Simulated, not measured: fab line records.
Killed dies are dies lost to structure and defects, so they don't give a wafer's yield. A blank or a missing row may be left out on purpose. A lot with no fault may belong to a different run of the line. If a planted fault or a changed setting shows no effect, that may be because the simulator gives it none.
Comparing a struck lot with a sound one + flow n5-finfet + 35 out of 1938 route steps
Sound: these wafers, L861.1, L861.4, L861.6. Struck: wafer L856.6. (L856.3 of the same lot was not struck and is left out.) The cause comes at the end.
Per side, at each step with rows, come the tool, then ch with its chambers, and then its first start. Under that, the readings that differ: sound wafers + struck wafers + difference of the means + sigmas: that difference in standard deviations of wafers without a fault.
alike: words and numbers the same on both sides, and readings whose means are apart by under 2 such deviations; not compared: readings that were withheld, readings missing a value for some wafer, numbers with overlapping values and no deviation given by the record, and bounds like >300 which may hide the same value.
The two part at a step that has a row with sigmas, a row that says differs or no value, or rows on one side only. Non-overlapping numbers with no deviation appear without sigmas and do not part them. Lack of a reading on every wafer of one side parts them only where that side has two or more wafers.

first, 9 steps without rows for these wafers: N5_MOL_CONTACT_COAG_SRD_128 (dry time 32 s); N5_MOL_CONTACT_COAG_CMP_52 (polishes, stops on SiO2, t overpolish 1.5 s, target thk 66.5 nm); N5_MOL_CONTACT_COAG_ANNEAL_112 (time 1800 s); N5_BEOL_M0_SAQP_PECVD_00 (deposits SiCN from 3MS/NH3, target thk 8 nm, time 14 s); N5_BEOL_M0_SAQP_ILD_DEP_01 (deposits SiOC from DEMS/O2, target thk 45.419 nm, time 8.7 s); N5_BEOL_M0_SAQP_HM_DEP_02 (deposits TiN, target thk 12 nm); N5_BEOL_M0_SAQP_PECVD_03 (deposits SiCN from 3MS/NH3, target thk 12 nm, time 21.1 s); N5_BEOL_M0_SAQP_PECVD_96 (deposits a-Si from SiH4/He, target thk 45 nm, time 45.2 s); N5_BEOL_M0_SAQP_PECVD_97 (deposits SiNx from SiH4/NH3/N2, target thk 23 nm, time 19.9 s).
N5_BEOL_M0_SAQP_PECVD_04: deposits a-Si from SiH4/He, target thk 60 nm, time 60.2 s.
  sound on pecvd-03 ch 0,1, day 11 10:19; struck on pecvd-04 ch 1, day 10 03:34
| reading                                         | sound          | struck | difference | sigmas |
|-------------------------------------------------|----------------|--------|------------|--------|
| model.a-Si_of_BEOL_M0_SAQP_PECVD_04.thk-nm (nm) | 60.2 60.6 60.6 | 76.8   | +16.3      |        |
  alike: heater-power-outer-w, heater-power-w, showerhead-plenum-p-Torr, throttle-valve-pct
N5_BEOL_M0_SAQP_THK_MEAS_05:
  sound on film-metro-02, day 11 10:24; struck on film-metro-02, day 10 03:40
| reading     | sound          | struck | difference | sigmas |
|-------------|----------------|--------|------------|--------|
| thk-nm (nm) | 60.1 60.5 60.5 | 76.8   | +16.4      | +21    |
then, 15 steps without rows for these wafers: N5_BEOL_M0_SAQP_HM_DEP_111 (deposits SiO2 from SiH4/N2O, target thk 12 nm, time 7.2 s); N5_BEOL_M0_SAQP_COAT_81 (time 60 s, resist thk 100 nm); N5_BEOL_M0_SAQP_COAT_82 (time 60 s, resist thk 30 nm); N5_BEOL_M0_SAQP_COAT_08 (resist thk 90 nm); N5_BEOL_M0_SAQP_EBR_10; N5_BEOL_M0_SAQP_SOFTBAKE_09 (time 60 s); N5_BEOL_M0_SAQP_EXPOSE_11 (exposes mask M0 CORE, target cd 42 nm); N5_BEOL_M0_SAQP_PEB_12 (peb time 60 s); N5_BEOL_M0_SAQP_DEVELOP_13 (develop time 30 s); N5_BEOL_M0_SAQP_DESCUM_19 (chemistry O2, time 7.9 s); N5_BEOL_M0_SAQP_ETCH_83 (etches SiARC in CF4, target depth 39 nm, time 65 s); N5_BEOL_M0_SAQP_ETCH_84 (etches SOC in N2/H2, target depth 100 nm, overetch 20 nm, time 150 s); N5_BEOL_M0_SAQP_STRIP_80 (strips in N2/H2); N5_BEOL_M0_SAQP_HM_OPEN_112 (chemistry CHF3/O2, target SiO2, stops on a-Si, target depth 12 nm, time 13.5 s); N5_BEOL_M0_SAQP_STRIP_113 (strips in CHF3/O2).
N5_BEOL_M0_SAQP_MANDREL_ETCH_20: etches a-Si in HBr/Cl2, stops on SiNx, target depth 60 nm, bt time 10 s, time 30 s.
  sound on rie-si-04 ch 1,2,3, day 11 11:32; struck on rie-si-04 ch 1, day 10 04:24
| reading                  | sound             | struck | difference | sigmas |
|--------------------------|-------------------|--------|------------|--------|
| oes-product-au (a.u.)    | 0.776 0.762 0.767 | 0.889  | +0.121     | +8     |
| model.etch.depth-nm (nm) | 60.11 60.49 60.5  | 76.81  | +16.44     |        |
  alike: drypump-motor-current-A, throttle-valve-pct
  not compared: rf-hours-counter-h
then, 5 steps without rows for these wafers: N5_BEOL_M0_SAQP_STRIP_86 (strips in N2/H2); N5_BEOL_M0_SAQP_STRIP_115 (strips in post etch residue remover, time 60 s); N5_BEOL_M0_SAQP_SRD_93 (time 30 s); N5_BEOL_M0_SAQP_RECESS_114 (chemistry HF/NH3, target SiO2, target depth 14.4 nm, afs cycles 3, sublimation time 60 s); N5_BEOL_M0_SAQP_SPACER1_ALD_98 (deposits SiO2, target thk 12.8 nm, pulse time 1 s, purge time 2 s).
N5_BEOL_M0_SAQP_SPACER1_ETCHBACK_99: etches SiO2 in CHF3/O2, target depth 15.4 nm, time 7.7 s.
  sound on rie-diel-02 ch 2,3, day 11 12:53; struck on rie-diel-03 ch 1, day 10 05:29
| reading                                         | sound          | struck | difference | sigmas |
|-------------------------------------------------|----------------|--------|------------|--------|
| oes-product-au (a.u.)                           | 0.72 0.67 0.67 | 0.94   | +0.25      | +3     |
| rf-vpp-V (V)                                    | 541 531 532    | 505    | -30        | -3     |
| model.a-Si_of_BEOL_M0_SAQP_PECVD_04.thk-nm (nm) | 59.4 59.8 59.8 | 76.2   | +16.5      |        |
  alike: drypump-motor-current-A, showerhead-plenum-p-Torr, throttle-valve-pct
  not compared: rf-hours-counter-h
then, 1 step without rows for these wafers: N5_BEOL_M0_SAQP_MANDREL1_REMOVE_100 (chemistry HBr/Cl2/O2, target a-Si, stops on SiNx, bt time 10 s).
-- the record jumps here: 2 days lie between the struck wafers' starts before and after (it left off in module BEOL_M0_SAQP and takes up again in module BEOL_M4, whose first step shown is number 1111 of the route) --
N5_BEOL_M4_RC_MEAS_101:
  sound on prober-01 ch 0, day 14 04:14; struck on prober-02 ch 0, day 12 16:32
  alike: DIBL_N, DIBL_P, IOFF_N, IOFF_P, ION_N, ION_P, SS_N, SS_P, VT_N, VT_P

WHERE THEY PART
Earliest at N5_BEOL_M0_SAQP_THK_MEAS_05; latest, in this record, at N5_BEOL_M0_SAQP_SPACER1_ETCHBACK_99. Later steps at which nothing parts them and some readings are alike: N5_BEOL_M4_RC_MEAS_101.

WHY: the cause the simulator had injected
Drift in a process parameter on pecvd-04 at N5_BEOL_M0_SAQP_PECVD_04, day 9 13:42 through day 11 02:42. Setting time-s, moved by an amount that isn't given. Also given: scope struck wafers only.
